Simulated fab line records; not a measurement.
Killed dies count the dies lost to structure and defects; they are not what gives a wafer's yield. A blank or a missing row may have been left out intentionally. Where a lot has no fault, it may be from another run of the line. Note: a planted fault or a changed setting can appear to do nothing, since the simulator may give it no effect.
What tool caused it? | flow n5 finfet | 10 lots with 30 wafers sampled at 3 steps, on a route of 1938 steps

== WHAT THE GAUGES SHOWED, per wafer ==
N5_MOL_CONTACT_COAG_THK_MEAS_29.
lot  | measured     | on            | MD_CAP_THK (nm)
L449 | day 5 09:55  | film metro-02 | 18.01 18.07 18.08
L450 | day 5 14:53  | film metro-01 | 17.93 17.92 18.01
L454 | day 6 08:35  | film metro-02 | 17.90 18.05 17.96
L455 | day 6 16:29  | film metro-02 | 18.12 18.03 17.93
L462 | day 8 13:04  | film metro-01 | 17.94 18.05 17.94
L464 | day 8 22:54  | film metro-01 | 17.79 17.86 17.89
L466 | day 9 11:38  | film metro-02 | 18.00 17.76 17.98
L467 | day 9 18:10  | film metro-01 | 17.93 18.02 17.98
L469 | day 10 02:10 | film metro-01 | 17.83 17.81 17.81
L471 | day 10 11:02 | film metro-02 | 17.96 17.93 17.82

== WHAT TOOL EACH LOT RAN ON (gives the tool, then ch and the chambers of the sampled wafers, and finally the start) ==
lot  | N5_MOL_CONTACT_COAG_SPUTTER_143 | N5_MOL_CONTACT_COAG_CO_FILL_22
L449 | pvd sputter-01, day 5 03:08     | cvd co-02 ch 0,1,2, day 5 03:16
L450 | pvd sputter-03, day 5 09:07     | cvd co-01 ch 0,1, day 5 09:14
L454 | pvd sputter-02, day 6 03:12     | cvd co-02 ch 0,1,2, day 6 03:19
L455 | pvd sputter-02, day 6 08:52     | cvd co-02 ch 0,2, day 6 08:59
L462 | pvd sputter-02, day 8 08:25     | cvd co-02 ch 0,1, day 8 08:33
L464 | pvd sputter-02, day 8 16:12     | cvd co-01 ch 0,1,2, day 8 16:20
L466 | pvd sputter-02, day 9 05:28     | cvd co-01 ch 0,2, day 9 05:35
L467 | pvd sputter-03, day 9 11:50     | cvd co-01 ch 0,2, day 9 11:58
L469 | pvd sputter-03, day 9 21:16     | cvd co-01 ch 0,1,2, day 9 21:41
L471 | pvd sputter-03, day 10 05:58    | cvd co-01 ch 0,1, day 10 06:05
- N5_MOL_CONTACT_COAG_SPUTTER_143: material Co, target thk 2.5 nm.
- N5_MOL_CONTACT_COAG_CO_FILL_22: material Co, precursor CCTBA/H2, target thk 20 nm.

== THE ANSWER, worked out from the rows above alone ==
Rule: what is usual is taken from the lots themselves. Put in order of their means at a reading, lots are off if they are a third of the lots or fewer, leave a main group of 4 or more, and stand apart from it by a gap of 3 or more times the standard deviation of the main group's means; of several such gaps the widest counts. If all means in a main group match to the digits the tables above print for the reading, that group is not used. Also off: a lot with no number at a reading for which 4 or more lots have one. Any other lot the step has rows for is counted as sound.
No lot is off on any of the readings shown, so nothing can be concluded from this.

== WHAT THE SIMULATOR HAD PUT IN ==
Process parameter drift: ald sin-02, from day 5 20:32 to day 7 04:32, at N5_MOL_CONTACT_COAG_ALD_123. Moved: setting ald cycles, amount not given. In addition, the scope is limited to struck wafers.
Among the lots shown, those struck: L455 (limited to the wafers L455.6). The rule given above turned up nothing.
